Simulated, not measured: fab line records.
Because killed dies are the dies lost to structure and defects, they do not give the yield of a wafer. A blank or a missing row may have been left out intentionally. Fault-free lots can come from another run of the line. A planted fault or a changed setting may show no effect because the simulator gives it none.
Struck lot and sound lot, side by side	flow nand harc	12 steps out of a route of 1302
Sound: these wafers, L236.2, L236.3, L236.5. The struck wafers were L246.3, L246.4, L246.5. The cause is named last.
Order at every step that has rows: each side's tool, ch and its chambers, its first start. Under that, the readings that differ: sound wafers	struck wafers	difference of the means	sigmas: that difference in standard deviations of wafers without a fault.
alike: words and numbers the same on both sides, and readings whose means are apart by under 2 such deviations; not compared: readings that were withheld, readings missing a value for some wafer, numbers with overlapping values and no deviation given by the record, and bounds like >300 which may hide the same value.
A row with sigmas, a row that says differs or no value, or rows on one side alone: a step with any of these is where the two part. When numbers do not overlap yet have no deviation, they are printed without sigmas and do not part them. A reading missing from all wafers of one side parts the sides only when that side holds two or more wafers.

first, 9 steps without rows for these wafers: NHARC_A_STAIRCASE_DEHYDRATE_433 (time 120 s); NHARC_A_STAIRCASE_HMDS_434 (time 30 s); NHARC_A_STAIRCASE_COAT_435; NHARC_A_STAIRCASE_SOFTBAKE_436 (time 170 s); NHARC_A_STAIRCASE_EBR_437; NHARC_A_STAIRCASE_EXPOSE_438 (exposes mask STAIR REV); NHARC_A_STAIRCASE_PEB_439 (peb time 130 s); NHARC_A_STAIRCASE_DEVELOP_440 (time 140 s); NHARC_A_STAIRCASE_HARDBAKE_442 (time 140 s).
NHARC_A_STAIRCASE_DESCUM_443: chemistry O2, time 3 s.
  sound on rie diel-13 ch 0,2,3, day 21 22:59; struck on rie diel-06 ch 0,2,3, day 26 08:21
  alike: drypump motor current A, oes product au, rf vpp V, showerhead plenum p Torr, throttle valve pct
  not compared: rf hours counter h
NHARC_A_STAIRCASE_ETCH_444: etches the open film in C4F8/O2, target depth 20400 nm, time 6800 s.
  sound on rie diel-13 ch 0,1,2, day 21 23:02; struck on rie diel-06 ch 2,3, day 26 08:54
reading	sound	struck	difference	sigmas
oes product au (a.u.)	0.909 0.925 0.934	0.710 0.694 0.704	-0.220	-16
rf fwd power W (W)	596.8 603.7 599.6	360.1 356.5 357.4	-242.0	-99 or more
  alike: rf vpp V
  not compared: rf hours counter h
NHARC_END_SORT_01:
  the record has rows for the sound wafers here (prober-01 ch 0, day 27 06:43) and none for the struck ones

## WHERE THEY PART
Earliest at NHARC_A_STAIRCASE_ETCH_444; latest, in this record, at NHARC_END_SORT_01.

WHY: the cause the simulator had injected
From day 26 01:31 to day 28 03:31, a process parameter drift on rie diel-06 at NHARC_A_STAIRCASE_ETCH_444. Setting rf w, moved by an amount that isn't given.
